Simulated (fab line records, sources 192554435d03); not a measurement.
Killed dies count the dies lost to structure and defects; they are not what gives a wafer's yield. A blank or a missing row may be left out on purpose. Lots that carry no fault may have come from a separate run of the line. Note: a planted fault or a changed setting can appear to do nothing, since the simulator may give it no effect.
Comparing a struck lot with a sound one || flow n5Finfet || 14 steps out of a route of 1938
Sound: wafers L657.2, L657.3, L657.4. Struck: wafers L665.2, L665.3, L665.5. The cause is given at the end.
Each step with rows lists, per side, the tool, then ch with its chambers, then its first start. Under that, the readings that differ: sound wafers || struck wafers || difference of the means || sigmas: that difference in standard deviations of wafers without a fault.
alike: same words and numbers on both sides, and readings whose means sit less than 2 such deviations apart. not compared: any withheld reading, any reading some wafer has no value for, any bound like >300 that may hide the same value, and any number with overlapping values for which the record gives no deviation.
Wherever a step has rows on one side only, a row that says differs or no value, or a row with sigmas, the two part there. Numbers that have no deviation but don't overlap get no sigmas and don't part them. A reading missing from all wafers of one side parts the sides only when that side holds two or more wafers.

first, 1 step without rows for these wafers: N5_MIM_TOP_LITHO_HARDBAKE_09 (time 120 s).
N5_MIM_TOP_LITHO_CD_MEAS_08: the cd target is 2000 nm.
  sound on cdSem-03 ch 0, day 14 23:46; struck on cdSem-03 ch 0, day 16 20:53
  alike: cdNm
N5_MIM_TOP_LITHO_OVL_MEAS_11:
  sound on overlay-02 ch 0, day 14 23:48; struck on overlay-02 ch 0, day 16 20:55
  alike: MIM_TOP_OVL
N5_MIM_TOP_LITHO_INSPECT_12: inspects for defects (macro).
  sound: defectInspect-01 at day 14 23:50; struck: defectInspect-01 at day 16 20:56
  alike: rawDefectCount
N5_MIM_TOP_LITHO_DESCUM_10: chemistry O2, time 7.9 s.
  sound on rieDiel-04 ch 0,2,3, day 14 23:52; struck on rieDiel-05 ch 2,3, day 16 21:10
  alike: drypumpMotorCurrentA, oesProductAu, rfVppV, showerheadPlenumPTorr, throttleValvePct
  not compared: rfHoursCounterH
N5_MIM_TOP_ETCH_ETCH_00: etches TiN in Cl2/BCl3, target depth 38.5 nm.
  sound on rieMetal-02 ch 0,1, day 14 23:57; struck on rieMetal-01 ch 0,1, day 16 21:16
  alike: drypumpMotorCurrentA, oesProductAu, throttleValvePct
  not compared: rfHoursCounterH
N5_MIM_TOP_ETCH_STRIP_01: strips in O2.
  sound on rieDiel-01 ch 0,2,3, day 15 00:05; struck on rieDiel-02 ch 0,1, day 16 21:28
{"reading": "oesProductAu (a.u.)", "sound": "0.86 0.98 0.81", "struck": "0.70 0.71 0.69", "difference": -0.18, "sigmas": -2}
  alike: drypumpMotorCurrentA, rfVppV, showerheadPlenumPTorr, throttleValvePct
  not compared: rfHoursCounterH
N5_MIM_TOP_ETCH_PECVD_03: deposits SiNx from SiH4/NH3/N2, target thk 20 nm, time 17.6 s.
  sound on pecvd-04 ch 1,2, day 15 00:09; struck on pecvd-01 ch 0,1,2, day 16 21:31
{"reading": "showerheadPlenumPTorr (Torr)", "sound": "5.20 5.22 5.22", "struck": "5.13 5.11 4.97", "difference": -0.14, "sigmas": -2}
  alike: heaterPowerOuterW, heaterPowerW, showerheadVppV, throttleValvePct
then, 4 steps without rows for these wafers: N5_MIM_BOT_LITHO_HMDS_01 (time 60 s); N5_MIM_BOT_LITHO_COAT_02; N5_MIM_BOT_LITHO_EBR_04; N5_MIM_BOT_LITHO_SOFTBAKE_03 (time 90 s).
N5_MIM_BOT_LITHO_EXPOSE_05: exposes mask MIM BOT.
  sound on krfScanner-02 ch 0, day 15 00:20; struck on krfScanner-02, day 16 21:50
  no value came back on the struck wafers for exposureDoseMJCm2, focusOffsetNm (nm), stageVelMmS (mm/s); on the sound wafers exposureDoseMJCm2 reads 24.272 24.230 24.243
  alike: mask
following that, these wafers have no rows for 1 step: N5_MIM_BOT_LITHO_PEB_06.

== WHERE THEY PART ==
At N5_MIM_TOP_ETCH_STRIP_01 first; at N5_MIM_BOT_LITHO_EXPOSE_05 last (within this record only).

WHY: the cause the simulator had injected
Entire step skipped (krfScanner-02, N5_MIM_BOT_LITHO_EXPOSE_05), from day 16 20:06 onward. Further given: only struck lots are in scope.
